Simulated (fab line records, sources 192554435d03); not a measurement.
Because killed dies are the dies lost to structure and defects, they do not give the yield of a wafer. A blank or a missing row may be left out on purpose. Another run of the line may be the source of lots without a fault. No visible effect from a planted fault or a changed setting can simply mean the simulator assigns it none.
What tool caused it? :: flow n5Finfet :: 11 lots with 33 wafers sampled at 4 steps, on a route of 1938 steps

WHAT THE GAUGES READ, wafer by wafer
N5_MIM_TOP_LITHO_INSPECT_12: inspects for defects (macro).
lot: L924
measured: day 11 23:05
on: defectInspect-02
rawDefectCount: 1 0 1

lot: L925
measured: day 12 02:40
on: defectInspect-01
rawDefectCount: 2 7 2

lot: L927
measured: day 12 17:14
on: defectInspect-01
rawDefectCount: 1 2 2

lot: L928
measured: day 12 17:23
on: defectInspect-01
rawDefectCount: 1 2 1

lot: L929
measured: day 12 19:43
on: defectInspect-02
rawDefectCount: 3 4 5

lot: L930
measured: day 13 03:58
on: defectInspect-02
rawDefectCount: 3 2 0

lot: L931
measured: day 13 15:49
on: defectInspect-01
rawDefectCount: 2 3 3

lot: L934
measured: day 14 03:09
on: defectInspect-01
rawDefectCount: 3 3 2

lot: L935
measured: day 14 12:19
on: defectInspect-01
rawDefectCount: 3 4 1

lot: L941
measured: day 17 02:35
on: defectInspect-01
rawDefectCount: >300 >300 >300

lot: L942
measured: day 17 12:02
on: defectInspect-01
rawDefectCount: >300 >300 >300

WHAT TOOL EACH LOT RAN ON (gives the tool, then ch and the chambers of the sampled wafers, and finally the start)
lot: L924
N5_BEOL_M15_SPUTTER_45: pvdSputter-03, day 11 18:37
N5_MIM_TOP_ALD_02: aldHk-01 ch 1,2,3, day 11 21:00
N5_MIM_TOP_SPUTTER_03: pvdSputter-02, day 11 22:38

lot: L925
N5_BEOL_M15_SPUTTER_45: pvdSputter-02, day 11 22:31
N5_MIM_TOP_ALD_02: aldHk-03 ch 0,1,2, day 12 01:00
N5_MIM_TOP_SPUTTER_03: pvdSputter-03, day 12 02:05

lot: L927
N5_BEOL_M15_SPUTTER_45: pvdSputter-02, day 12 10:13
N5_MIM_TOP_ALD_02: aldHk-01 ch 0,1,2, day 12 15:00
N5_MIM_TOP_SPUTTER_03: pvdSputter-03, day 12 16:39

lot: L928
N5_BEOL_M15_SPUTTER_45: pvdSputter-03, day 12 12:05
N5_MIM_TOP_ALD_02: aldHk-02 ch 0,1, day 12 16:00
N5_MIM_TOP_SPUTTER_03: pvdSputter-03, day 12 16:46

lot: L929
N5_BEOL_M15_SPUTTER_45: pvdSputter-01, day 12 16:05
N5_MIM_TOP_ALD_02: aldHk-03 ch 0,1,3, day 12 19:00
N5_MIM_TOP_SPUTTER_03: pvdSputter-02, day 12 19:08

lot: L930
N5_BEOL_M15_SPUTTER_45: pvdSputter-03, day 12 22:32
N5_MIM_TOP_ALD_02: aldHk-03 ch 0,2,3, day 13 01:00
N5_MIM_TOP_SPUTTER_03: pvdSputter-03, day 13 03:32

lot: L931
N5_BEOL_M15_SPUTTER_45: pvdSputter-02, day 13 08:44
N5_MIM_TOP_ALD_02: aldHk-03 ch 1,2, day 13 12:00
N5_MIM_TOP_SPUTTER_03: pvdSputter-02, day 13 13:14

lot: L934
N5_BEOL_M15_SPUTTER_45: pvdSputter-03, day 13 22:37
N5_MIM_TOP_ALD_02: aldHk-01 ch 2,3, day 14 01:00
N5_MIM_TOP_SPUTTER_03: pvdSputter-02, day 14 02:43

lot: L935
N5_BEOL_M15_SPUTTER_45: pvdSputter-01, day 14 07:07
N5_MIM_TOP_ALD_02: aldHk-01 ch 1,2, day 14 11:00
N5_MIM_TOP_SPUTTER_03: pvdSputter-03, day 14 11:52

lot: L941
N5_BEOL_M15_SPUTTER_45: pvdSputter-03, day 16 21:20
N5_MIM_TOP_ALD_02: aldHk-01 ch 2,3, day 17 01:00
N5_MIM_TOP_SPUTTER_03: pvdSputter-03, day 17 02:08

lot: L942
N5_BEOL_M15_SPUTTER_45: pvdSputter-02, day 17 05:13
N5_MIM_TOP_ALD_02: aldHk-01 ch 0,1,3, day 17 08:00
N5_MIM_TOP_SPUTTER_03: pvdSputter-02, day 17 11:35
- N5_BEOL_M15_SPUTTER_45: material Cu, target thk 100 nm, time 16.67 s.
- N5_MIM_TOP_ALD_02: deposits Al2O3, purge time 3 s, co reactant pulse time 3 s.
- N5_MIM_TOP_SPUTTER_03: material TiN, target thk 35 nm, time 89.7 s.

AS READ BY THE TOOLS THEMSELVES (means over the sampled wafers that have a number; for cases with no such wafer, the mark the record gives instead)
N5_BEOL_M15_SPUTTER_45.
lot: L924
tool: pvdSputter-03
throttleValvePct (%): 30.8

lot: L925
tool: pvdSputter-02
throttleValvePct (%): 31.0

lot: L927
tool: pvdSputter-02
throttleValvePct (%): 31.0

lot: L928
tool: pvdSputter-03
throttleValvePct (%): 29.8

lot: L929
tool: pvdSputter-01
throttleValvePct (%): 28.8

lot: L930
tool: pvdSputter-03
throttleValvePct (%): 29.8

lot: L931
tool: pvdSputter-02
throttleValvePct (%): 31.0

lot: L934
tool: pvdSputter-03
throttleValvePct (%): 30.7

lot: L935
tool: pvdSputter-01
throttleValvePct (%): 29.7

lot: L941
tool: pvdSputter-03
throttleValvePct (%): 30.8

lot: L942
tool: pvdSputter-02
throttleValvePct (%): 30.0

N5_MIM_TOP_ALD_02.
lot: L924
tool: aldHk-01
precursorPulseHeightRel: 1.007

lot: L925
tool: aldHk-03
precursorPulseHeightRel: 1.001

lot: L927
tool: aldHk-01
precursorPulseHeightRel: 1.006

lot: L928
tool: aldHk-02
precursorPulseHeightRel: 0.998

lot: L929
tool: aldHk-03
precursorPulseHeightRel: 0.977

lot: L930
tool: aldHk-03
precursorPulseHeightRel: 0.989

lot: L931
tool: aldHk-03
precursorPulseHeightRel: 1.003

lot: L934
tool: aldHk-01
precursorPulseHeightRel: 0.998

lot: L935
tool: aldHk-01
precursorPulseHeightRel: 1.009

lot: L941
tool: aldHk-01
precursorPulseHeightRel: 1.010

lot: L942
tool: aldHk-01
precursorPulseHeightRel: 0.985

N5_MIM_TOP_SPUTTER_03.
lot: L924
tool: pvdSputter-02
throttleValvePct (%): 31.2

lot: L925
tool: pvdSputter-03
throttleValvePct (%): 29.9

lot: L927
tool: pvdSputter-03
throttleValvePct (%): 30.6

lot: L928
tool: pvdSputter-03
throttleValvePct (%): 30.7

lot: L929
tool: pvdSputter-02
throttleValvePct (%): 31.2

lot: L930
tool: pvdSputter-03
throttleValvePct (%): 31.5

lot: L931
tool: pvdSputter-02
throttleValvePct (%): 31.3

lot: L934
tool: pvdSputter-02
throttleValvePct (%): 30.7

lot: L935
tool: pvdSputter-03
throttleValvePct (%): 30.8

lot: L941
tool: pvdSputter-03
throttleValvePct (%): 29.8

lot: L942
tool: pvdSputter-02
throttleValvePct (%): 30.7

THE ANSWER, worked out from the rows above alone
Rule: what is usual is taken from the lots themselves. The widest of any qualifying gaps counts: lots, ordered by their means at a reading, are off when they make up no more than a third of the lots, leave a main group of 4 or more, and stand apart from it by 3 or more times the standard deviation of that group's means. Not used: any main group whose means are identical at the precision the tables above print for the reading. A lot without any number at a reading at which 4 lots or more have one is off too. Any other lot the step has rows for is counted as sound. First the gauges in route order, then the tools' own readings, where a lot's mean is used as printed above. At the first step where some lot is off, the reading lying furthest off is the one used; lots without a number count as furthest.
Off at N5_MIM_TOP_LITHO_INSPECT_12 (rawDefectCount): L941, L942. Without a number there: L941, L942. Mean 2.3 and standard deviation 1 in the main group.
If a tool, at a process step before that reading, ran all the lots that are off and no sound lot after the first of them, it fits. Gauges at N5_MIM_TOP_LITHO_INSPECT_12: tried the same way as those tools. Undecided on this evidence; 2 tools fit (aldHk-01 at N5_MIM_TOP_ALD_02, defectInspect-01 at N5_MIM_TOP_LITHO_INSPECT_12).

WHAT THE SIMULATOR PUT IN
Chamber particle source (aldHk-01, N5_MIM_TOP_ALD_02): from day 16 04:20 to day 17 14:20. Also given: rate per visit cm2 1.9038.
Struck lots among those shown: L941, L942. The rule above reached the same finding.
